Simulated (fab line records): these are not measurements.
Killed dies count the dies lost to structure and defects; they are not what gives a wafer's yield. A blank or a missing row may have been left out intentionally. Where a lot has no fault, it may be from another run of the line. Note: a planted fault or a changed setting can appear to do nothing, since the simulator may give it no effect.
fab line records	flow n5-finfet
[record] lots = 11	wafers = 28	last-day = 16
route steps=1938 shown BEOL_M2@844 BEOL_M4@1111 PASSIVATION@1936
lots with no fault: from the same line, run without faults
start-h: hours from the record's opening day to when the first of the lot's shown wafers began	wait-h: how many hours have passed since the lot's step before this one	" repeats the value in the row above	L1.1+2: one row covering several wafers at once	- no value, or no start given	* or withheld: withheld	< > ~ a bound
route shown NAME@n: names a module that has steps shown in the file, with the first one's number in the route	usual: mean/standard deviation taken from wafers without a fault	same: alike in all rows	chamber/n: place in a boat	sites: each site's reading	_std_site: the values' standard deviation	_edge_site: the outer-site mean with the inner-site mean subtracted	radius-mm: how far each site lies from the wafer's centre	mask NAME#n: copy n	behind: the most recent tool/chamber to have shaped the wafer	hold: what put the lot on hold/how long, in hours/how the hold closed	device: the transistor (n, p or np) that didn't switch	end of line: tests of these same wafers at the route's end	a step without rows: its recipe alone	killed: dies lost to structure and defects at the first sort, not the wafer's yield	map: a wafer's dies, marking killed ones x, the rest . and places with no die _
set.NAME: the setting that was run; set.NAME@STEP: the one run at that earlier step	model.NAME: the simulator's own value behind a step, which no gauge read
the route's steps for a sample of lots (tables are steps, rows are wafers)
services: when a tool's chamber went out of use (start-h, in hours from the record's first day, below 0 if earlier), for how many hours, and the reason
[[steps]]
[step N5_BEOL_M2_HM_DEP_02]
[recipe] material = TiN	target-thk-a = 200	temp-c = 25	chamber-pressure-pa = 0.49996
[usual] throttle-valve-pct = 29.8/1.3
lot.wafer	tool	chamber	start-h	wait-h	throttle-valve-pct
L155.1	pvd-sputter-03	-	156.44	1.1	28.6
L155.3	"	-	"	"	32.5
L155.6	"	-	"	"	29.5
L156.3	pvd-sputter-01	-	162.20	1.8	30.5
L156.5	"	-	"	"	28.1
L156.6	"	-	"	"	29.4
L158.4	pvd-sputter-03	-	176.19	0.2	29.8
L158.6	"	-	"	"	28.4
L160.4	pvd-sputter-03	-	180.13	0.8	29.7
L160.5	"	-	"	"	28.8
L160.6	"	-	"	"	32.3
L162.2	pvd-sputter-02	-	193.90	1.3	28.9
L162.3	"	-	"	"	30.8
L162.6	"	-	"	"	28.4
L163.1	pvd-sputter-03	-	201.35	0.2	29.4
L163.2	"	-	"	"	32.2
L163.4	"	-	"	"	29.8
L164.3	pvd-sputter-02	-	205.58	0.9	28.4
L164.5	"	-	"	"	29.2
L165.1	pvd-sputter-01	-	219.21	0.3	28.8
L165.2	"	-	"	"	29.5
L165.4	"	-	"	"	30.6
L170.1	pvd-sputter-03	-	242.38	0.6	29.6
L170.5	"	-	"	"	32.0
L171.2	pvd-sputter-03	-	246.36	0.3	28.9
L171.5	"	-	"	"	32.2
L173.2	pvd-sputter-03	-	261.24	0.0	29.7
L173.6	"	-	"	"	32.0
[step N5_BEOL_M2_ETCH_74]
[recipe] chemistry = N2/H2	target = underlayer	target-depth-a = 65	mask-material = CAR-EUV	time-s = 5.2	ion-energy-ev = 200	pressure-mtorr = 30	source-w = 840	bias-w = 150	n2-flow-sccm = 200	h2-flow-sccm = 200	ends = cleared
[usual] drypump-motor-current-A = 5.7/0.39	etch-rf-on-time-s = 5.17/0.13	oes-product-au = 0.66/0.072	rf-vpp-V = 523.7/2.4	showerhead-plenum-p-Torr = 2.53/0.081	throttle-valve-pct = 18.00/0.2
lot.wafer	tool	chamber	start-h	wait-h	drypump-motor-current-A	etch-rf-on-time-s	oes-product-au	rf-hours-counter-h	rf-vpp-V	showerhead-plenum-p-Torr	throttle-valve-pct
L155.1	rie-diel-04	3	157.64	0.0	5.7	5.23	0.62	192	523.5	2.52	18.14
L155.3	"	1	"	"	5.4	4.94	0.78	49	524.3	2.58	17.88
L155.6	"	0	"	"	6.1	5.27	0.67	-	520.3	2.45	17.70
L156.3	rie-diel-04	3	162.88	0.0	5.7	5.25	0.62	193	526.1	2.52	18.11
L156.5	"	1	"	"	5.4	5.00	0.77	-	525.1	2.58	17.87
L156.6	"	0	"	"	6.2	5.28	0.68	-	519.9	2.45	17.69
L158.4	rie-diel-04	2	176.86	0.0	6.4	5.24	0.62	183	520.1	2.44	17.86
L158.6	"	0	"	"	6.1	5.27	0.67	-	523.5	2.44	17.69
L160.4	rie-diel-04	3	181.13	0.0	5.7	5.17	0.62	198	526.0	2.52	18.12
L160.5	"	2	"	"	6.4	5.24	0.62	-	522.0	2.44	17.88
L160.6	"	1	"	"	5.4	4.93	0.76	-	523.3	2.58	17.89
L162.2	rie-diel-06	2	194.59	0.0	5.3	5.13	0.61	218	520.6	2.41	18.12
L162.3	"	3	"	"	5.9	5.36	0.57	-	523.5	2.50	18.44
L162.6	"	2	"	"	5.3	5.11	0.62	-	521.4	2.41	18.13
L163.1	rie-diel-04	1	202.03	0.0	5.4	4.94	0.75	63	523.9	2.57	17.90
L163.2	"	2	"	"	6.4	5.29	0.61	192	521.3	2.43	17.88
L163.4	"	0	"	"	6.2	5.27	0.66	115	523.5	2.44	17.71
L164.3	rie-diel-06	2	206.26	0.0	5.3	5.19	0.62	224	519.5	2.41	18.12
L164.5	"	3	"	"	5.9	5.39	0.57	-	521.1	2.50	18.46
L165.1	rie-diel-06	0	219.89	0.0	6.0	4.82	0.89	1	525.7	2.57	17.53
L165.2	"	1	"	"	6.1	5.27	0.60	253	524.9	2.59	18.11
L165.4	"	1	"	"	6.1	5.27	0.60	-	524.8	2.59	18.12
L170.1	rie-diel-02	3	243.11	0.0	5.7	5.16	0.71	79	526.6	2.67	17.83
L170.5	"	3	"	"	5.8	5.04	0.71	-	528.4	2.67	17.82
L171.2	rie-diel-02	1	247.07	0.0	5.5	5.24	0.59	224	526.7	2.62	18.18
L171.5	"	2	"	"	5.0	5.22	0.60	-	523.7	2.50	17.94
L173.2	rie-diel-06	3	266.55	0.0	6.0	5.31	0.79	13	522.4	2.49	17.99
L173.6	"	1	"	"	6.1	5.06	0.82	-	524.1	2.59	17.68
[step N5_BEOL_M2_ETCH_69]
[recipe] chemistry = CF4	target = SiARC	target-depth-a = 156	mask-material = CAR-EUV	time-s = 26	ion-energy-ev = 80	pressure-mtorr = 40	source-w = 545	bias-w = 36	Ar_flow_sccm = 100	cf4-flow-sccm = 100	ends = cleared
[usual] drypump-motor-current-A = 5.7/0.38	etch-rf-on-time-s = 25.8/0.67	oes-product-au = 0.67/0.083	rf-vpp-V = 183.8/1.1	showerhead-plenum-p-Torr = 2.12/0.061	throttle-valve-pct = 15.74/0.23
lot.wafer	tool	chamber	start-h	wait-h	drypump-motor-current-A	etch-rf-on-time-s	oes-product-au	rf-hours-counter-h	rf-vpp-V	showerhead-plenum-p-Torr	throttle-valve-pct
L155.1	rie-diel-06	2	158.60	0.0	5.2	25.8	0.62	203	183.0	2.04	15.84
L155.3	"	3	"	"	5.9	27.0	0.58	240	183.2	2.11	16.23
L155.6	"	3	"	"	5.9	26.8	0.59	-	183.3	2.11	16.21
L156.3	rie-diel-04	0	163.86	0.0	6.1	26.3	0.67	103	183.8	2.08	15.62
L156.5	"	0	"	"	6.1	26.4	0.66	-	182.4	2.08	15.63
L156.6	"	3	"	"	5.7	26.1	0.62	-	183.4	2.14	15.97
L158.4	rie-diel-04	3	177.77	0.0	5.7	26.1	0.61	197	183.1	2.14	16.00
L158.6	"	2	"	"	6.4	26.3	0.62	-	182.4	2.04	15.60
L160.4	rie-diel-04	2	182.03	0.0	6.4	26.1	0.62	184	183.3	2.04	15.60
L160.5	"	0	"	"	6.1	26.0	0.66	-	184.0	2.08	15.65
L160.6	"	1	"	"	5.4	24.8	0.76	-	185.2	2.16	15.58
L162.2	rie-diel-04	2	195.71	0.0	6.4	26.4	0.61	190	184.6	2.04	15.63
L162.3	"	3	"	"	5.7	26.1	0.61	203	184.5	2.14	16.00
L162.6	"	0	"	"	6.1	26.1	0.66	-	184.0	2.08	15.63
L163.1	rie-diel-06	3	203.04	0.0	5.9	26.5	0.57	260	184.3	2.10	16.27
L163.2	"	2	"	"	5.2	25.5	0.62	223	184.2	2.04	15.89
L163.4	"	3	"	"	5.9	26.7	0.57	-	182.5	2.10	16.25
L164.3	rie-diel-04	0	207.29	0.0	6.2	25.9	0.66	117	182.0	2.08	15.63
L164.5	"	2	"	"	6.4	26.0	0.61	-	181.8	2.04	15.61
L165.1	rie-diel-04	3	221.35	0.0	5.6	26.3	0.60	213	183.5	2.14	16.01
L165.2	"	1	"	"	5.4	25.0	0.75	70	183.6	2.16	15.59
L165.4	"	2	"	"	6.4	26.4	0.61	199	183.7	2.04	15.64
L170.1	rie-diel-06	2	244.13	0.0	5.3	25.7	0.60	239	182.6	2.03	15.92
L170.5	"	2	"	"	5.3	17.4	0.76	-	183.3	2.03	15.92
L171.2	rie-diel-06	0	248.09	0.0	5.9	24.4	0.84	11	183.1	2.16	15.28
L171.5	"	3	"	"	6.0	17.6	1.03	-	184.1	2.10	15.75
L173.2	rie-diel-06	0	267.45	0.0	5.9	24.5	0.82	19	184.9	2.16	15.26
L173.6	"	2	"	"	5.3	17.6	0.76	-	183.2	2.03	15.94
[step N5_BEOL_M2_OCD_MEAS_38]
[usual] trench-depth-nm = 55.5/1
lot.wafer	tool	chamber	start-h	wait-h	trench-depth-nm
L155.1	ocd-01	-	159.46	-	55.4
L155.3	"	-	"	"	55.8
L155.6	"	-	"	"	55.1
L156.3	ocd-01	-	168.11	-	55.6
L156.5	"	-	"	"	55.6
L156.6	"	-	"	"	55.8
L158.4	ocd-01	-	180.65	-	55.8
L158.6	"	-	"	"	55.6
L160.4	ocd-02	-	183.56	-	53.6
L160.5	"	-	"	"	56.5
L160.6	"	-	"	"	53.9
L162.2	ocd-02	-	196.47	-	55.3
L162.3	"	-	"	"	57.4
L162.6	"	-	"	"	54.7
L163.1	ocd-01	-	205.52	-	55.3
L163.2	"	-	"	"	57.2
L163.4	"	-	"	"	55.6
L164.3	ocd-02	-	208.42	-	54.3
L164.5	"	-	"	"	53.9
L165.1	ocd-02	-	225.05	-	54.5
L165.2	"	-	"	"	55.5
L165.4	"	-	"	"	55.8
L170.1	ocd-02	-	245.99	-	54.9
L170.5	"	-	"	"	55.3
L171.2	ocd-01	-	250.07	-	55.1
L171.5	"	-	"	"	55.2
L173.2	ocd-02	-	272.18	-	55.0
L173.6	"	-	"	"	55.8
[step N5_BEOL_M4_RC_MEAS_101]
[usual] DIBL_N = 36.3/1.6	DIBL_P = 36.2/2.1	IOFF_N = 0.16/0.031	IOFF_P = 0.21/0.034	ION_N = 673/11	ION_P = 461/7.4	SS_N = 71.6/0.55	SS_P = 73.3/0.66	VT_N = 251/3.2	VT_P = -251/3.5
lot.wafer	tool	chamber	start-h	wait-h	DIBL_N[mV/V]	DIBL_P[mV/V]	IOFF_N[nA/um]	IOFF_P[nA/um]	ION_N[uA/um]	ION_P[uA/um]	SS_N[mV/dec]	SS_P[mV/dec]	VT_N[mV]	VT_P[mV]
L155.1	prober-02	0	185.05	0.0	36.0	35.8	0.14	0.22	661	460	72.0	73.4	255	-250
L155.3	"	0	"	"	38.8	39.2	0.20	0.28	679	467	71.9	74.3	249	-244
L155.6	"	0	"	"	38.9	39.4	0.19	0.28	675	473	72.2	74.7	248	-244
L156.3	prober-01	0	188.45	0.3	34.0	34.1	0.12	0.20	665	465	70.5	73.1	253	-249
L156.5	"	0	"	"	35.5	35.7	0.15	0.21	666	461	70.8	73.2	251	-247
L156.6	"	0	"	"	32.7	32.4	0.11	0.18	669	468	70.6	72.9	256	-252
L158.4	prober-01	0	205.19	0.5	34.9	34.1	0.12	0.17	655	452	70.8	72.7	253	-255
L158.6	"	0	"	"	36.1	35.5	0.14	0.18	669	454	71.9	72.6	255	-254
L160.4	prober-02	0	206.67	0.5	34.8	35.7	0.14	0.18	652	452	70.9	72.8	247	-252
L160.5	"	0	"	"	36.3	37.0	0.16	0.19	679	461	71.2	73.4	250	-254
L160.6	"	0	"	"	37.1	38.3	0.18	0.22	665	455	71.7	74.2	246	-250
L162.2	prober-01	0	222.41	0.2	35.0	33.8	0.13	0.17	672	456	70.8	72.5	256	-254
L162.3	"	0	"	"	37.7	36.7	0.19	0.21	676	456	72.4	73.1	249	-251
L162.6	"	0	"	"	36.8	34.5	0.15	0.18	661	453	71.7	72.5	253	-254
L163.1	prober-02	0	229.28	0.0	34.2	36.2	0.13	0.19	672	466	70.9	72.7	253	-252
L163.2	"	0	"	"	36.8	39.3	0.18	0.24	669	461	72.6	73.5	246	-248
L163.4	"	0	"	"	36.3	38.6	0.17	0.24	689	475	71.2	74.0	247	-247
L164.3	prober-01	0	236.62	0.3	38.2	37.3	0.17	0.19	673	450	72.4	73.8	249	-257
L164.5	"	0	"	"	35.9	35.5	0.14	0.17	669	451	70.9	72.5	252	-256
L165.1	prober-01	0	245.71	0.0	36.4	38.2	0.18	0.25	687	474	71.8	73.9	246	-248
L165.2	"	0	"	"	35.1	35.3	0.15	0.19	670	457	71.4	73.2	249	-250
L165.4	"	0	"	"	38.9	40.0	0.22	0.27	682	467	72.6	74.5	246	-250
L170.1	prober-01	0	268.94	0.0	36.5	37.0	0.16	0.20	669	462	72.3	73.6	251	-249
L170.5	"	0	"	"	36.2	36.8	0.15	0.20	665	460	71.2	73.7	251	-251
L171.2	prober-01	0	273.49	0.2	36.9	37.1	0.16	0.18	670	454	71.6	73.1	251	-258
L171.5	"	0	"	"	36.6	37.1	0.16	0.17	682	459	71.5	73.2	249	-258
L173.2	prober-01	0	295.65	0.2	34.2	32.7	0.10	0.14	656	455	70.4	71.8	257	-254
L173.6	"	0	"	"	34.3	32.8	0.11	0.14	668	458	71.3	72.1	257	-257
[step N5_PASSIVATION_PROBE_49]
[usual] defect-limited-yield = 91.5/1.5	killed_at_M0_to_M3 = 32/9.4	killed_at_M4_up = 12/5.1	killed-at-contacts = 11/7.4	killed-at-front-end = 41/11	killed-at-other = 3.4/2.5	killed-dies = 100/17	killed-open = 65/14	killed-short = 33/7	sort_bin_5_function = 4.9/0.96	sort_bin_6_memory = 3.1/0.7	sort-n-pass = 1080/17	sort-yield-pct = 91.5/1.5
[same] gross-dies = 1180	killed-at-back-side = 0	sort_bin_4_leakage[%] = 0	sort_bin_8_speed[%] = 0
lot.wafer	tool	chamber	start-h	wait-h	defect-limited-yield[%]	killed_at_M0_to_M3	killed_at_M4_up	killed-at-contacts	killed-at-front-end	killed-at-other	killed-dies	killed-open	killed-short	sort_bin_5_function[%]	sort_bin_6_memory[%]	sort-n-pass	sort-yield-pct[%]
L158.4	prober-02	-	297.76	0.2	89.3	35	25	13	46	7	126	81	45	7.4	3.1	1054	89.3
L158.6	prober-02	-	297.86	0.3	92.0	25	12	8	44	5	94	62	24	4.2	3.0	1086	92.0
L163.1	prober-01	-	327.45	0.0	91.5	21	20	8	45	6	100	61	38	5.5	2.5	1080	91.5
L163.2	prober-01	-	327.50	0.1	91.4	36	8	5	48	4	101	64	35	4.7	3.2	1079	91.4
L163.4	prober-01	-	327.60	0.2	92.4	22	9	16	41	2	90	62	28	4.8	2.5	1090	92.4
// killed by level:class
L158.4 FIN_SAQP:geometric-particle:short=13 STI_FIN_REVEAL:geometric-particle:open=13 BEOL_M4:geometric-particle:open=13 MOL_CONTACT_COAG:geometric-particle:open=10 BEOL_M0_SAQP:geometric-particle:short=8 BEOL_M3:geometric-particle:open=7 BEOL_M1:geometric-particle:open=6 FIN_SAQP:geometric-particle:open=5
L158.6 BEOL_M3:geometric-particle:open=13 MOL_CONTACT_COAG:geometric-particle:open=8 FIN_SAQP:geometric-particle:short=5 FIN_SAQP:geometric-particle:open=5 HKMG_FIN:area-etch=5 SPACER0:geometric-particle:short=4 BEOL_M4:geometric-particle:open=4 STI_FIN_REVEAL:geometric-particle:open=3
L163.1 FIN_SAQP:geometric-particle:open=10 STI_FIN_REVEAL:geometric-particle:open=10 FIN_SAQP:geometric-particle:short=9 BEOL_M4:geometric-particle:open=8 MOL_CONTACT_COAG:geometric-particle:open=6 BEOL_M0_SAQP:geometric-particle:open=4 BEOL_M3:geometric-particle:open=4 BEOL_M4:geometric-particle:short=4
L163.2 FIN_SAQP:geometric-particle:open=12 STI_FIN_REVEAL:geometric-particle:open=11 FIN_SAQP:geometric-particle:short=9 BEOL_M2:geometric-particle:open=9 BEOL_M3:geometric-particle:open=6 BEOL_M0_SAQP:geometric-particle:short=5 GATE_CUT:geometric-particle:short=4 DUMMY_GATE:geometric-particle:open=3
L163.4 MOL_CONTACT_COAG:geometric-particle:open=12 STI_FIN_REVEAL:geometric-particle:open=11 FIN_SAQP:geometric-particle:open=7 BEOL_M0_SAQP:geometric-particle:open=6 DUMMY_GATE:geometric-particle:open=5 FIN_SAQP:geometric-particle:short=4 ILD0:geometric-particle:short=4 MOL_CONTACT_COAG:geometric-particle:short=4
[[services]]
tool	chamber	start-h	hours	kind
rie-diel-02	1	162.23	15.8	repair
rie-diel-02	-	192.75	0.2	repair
rie-diel-06	0	198.38	-	clean
rie-diel-06	0	198.38	-	consumable-replace:focus-ring
rie-diel-06	0	198.38	20.0	scheduled-down
rie-diel-06	0	198.38	20.0	vent-cycle
rie-diel-04	0	208.52	8.1	repair
rie-diel-06	3	218.47	-	clean
rie-diel-06	3	218.47	-	consumable-replace:focus-ring
rie-diel-06	3	218.47	14.5	scheduled-down
rie-diel-06	3	218.47	14.5	vent-cycle
rie-diel-06	-	224.00	4.3	pm
rie-diel-06	1	232.93	-	clean
rie-diel-06	1	232.93	-	consumable-replace:focus-ring
rie-diel-06	1	232.93	23.5	scheduled-down
rie-diel-06	1	232.93	23.5	vent-cycle
rie-diel-02	2	266.21	11.0	repair
[[key]]
[first-sign] step = N5_BEOL_M2_ETCH_69	reading = etch-rf-on-time-s	direction = down	sigmas = 12	usual = *	struck = *
[effect] step = N5_BEOL_M2_ETCH_69	reading = oes-product-au	direction = up	sigmas = 2.2	usual = 0.67	struck = 0.85	wafers-moved = 1
met-at N5_BEOL_M2_ETCH_69
struck-lots L170,L171,L173
struck-wafers L170.5,L171.5,L173.6
not-acting-at N5_BEOL_M2_HM_DEP_02,N5_BEOL_M2_ETCH_74,N5_BEOL_M2_OCD_MEAS_38
onset-between 203.04 244.13
[fault] kind = process-parameter-drift	tool = rie-diel-06	chamber = -	onset-h = 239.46	steps = N5_BEOL_M2_ETCH_69	channel = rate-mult	offset = 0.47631	shape = step	end-h = 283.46	scope = struck-wafers-only
